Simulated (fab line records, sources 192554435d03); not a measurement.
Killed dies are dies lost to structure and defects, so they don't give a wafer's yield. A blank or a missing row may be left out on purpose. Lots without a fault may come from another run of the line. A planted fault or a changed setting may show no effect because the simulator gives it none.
Chamber matching | flow n5_finfet | N5_FIN_SAQP_SPACER1_ETCHBACK_25 on rie_diel-04: 4 sister chambers
The step etches SiO2 in CHF3/O2, target depth 24.4 nm, time 12.2 s. 14 wafers are shown with their chamber, then 7 later ones without.

WAFERS WITH THEIR CHAMBER
wafer  | chamber | throttle_valve_pct (%) | showerhead_plenum_p_Torr (Torr) | rf_vpp_V (V)
L963.2 | 1       | 19.28                  | 2.52                            | 528
L963.4 | 2       | 18.75                  | 2.33                            | 515
L963.6 | 0       | 18.43                  | 2.35                            | 507
L968.3 | 2       | 18.78                  | 2.32                            | 516
L968.5 | 0       | 18.45                  | 2.35                            | 509
L968.6 | 1       | 19.29                  | 2.52                            | 528
L971.1 | 2       | 18.77                  | 2.32                            | 514
L971.4 | 1       | 19.32                  | 2.51                            | 528
L971.5 | 2       | 18.77                  | 2.32                            | 516
L973.2 | 0       | 18.47                  | 2.34                            | 509
L973.5 | 2       | 18.77                  | 2.32                            | 516
L973.6 | 3       | 19.27                  | 2.50                            | 525
L974.4 | 0       | 18.48                  | 2.34                            | 507
L974.5 | 2       | 18.77                  | 2.32                            | 515

SIGNATURES (means of the wafers above)
reading                  | chamber 0 | chamber 1 | chamber 2 | chamber 3 | scatter within a chamber
throttle_valve_pct       | 18.4575   | 19.2967   | 18.7683   | 19.2700   | 0.0168
showerhead_plenum_p_Torr | 2.3450    | 2.5167    | 2.3217    | 2.5000    | 0.005
rf_vpp_V                 | 508.00    | 528.00    | 515.33    | 525.00    | 0.856
Rule: a wafer's distance from a chamber is the root of the sum, over the readings, of the square of ((its reading less the chamber's mean) divided by the reading's scatter). The wafer belongs to the nearest chamber; if the next one is less than 2 further off, it can't be placed. The scatter: the root of (the sum of the squares of (reading less its chamber's mean) over the shown wafers, divided by (wafers less chambers)).

WAFERS WITHOUT THEIR CHAMBER
wafer  | throttle_valve_pct (%) | showerhead_plenum_p_Torr (Torr) | rf_vpp_V (V)
L974.6 | 19.26                  | 2.50                            | 527
L980.3 | 19.28                  | 2.49                            | 526
L980.4 | 18.81                  | 2.31                            | 515
L980.6 | 19.29                  | 2.49                            | 525
L984.3 | 18.51                  | 2.34                            | 509
L984.4 | 18.82                  | 2.31                            | 515
L984.5 | 19.29                  | 2.49                            | 524

WHICH CHAMBER EACH WENT THROUGH
wafer  | from the rows above     | in truth
L974.6 | can't be placed: 3 or 1 | 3
L980.3 | 3                       | 3
L980.4 | 2                       | 2
L980.6 | 3                       | 3
L984.3 | 0                       | 0
L984.4 | 2                       | 2
L984.5 | 3                       | 3
Placed correctly: 6 of 7. Can't be placed from these rows: 1 (the true chamber is among the candidates in 1). Placed wrongly: 0.
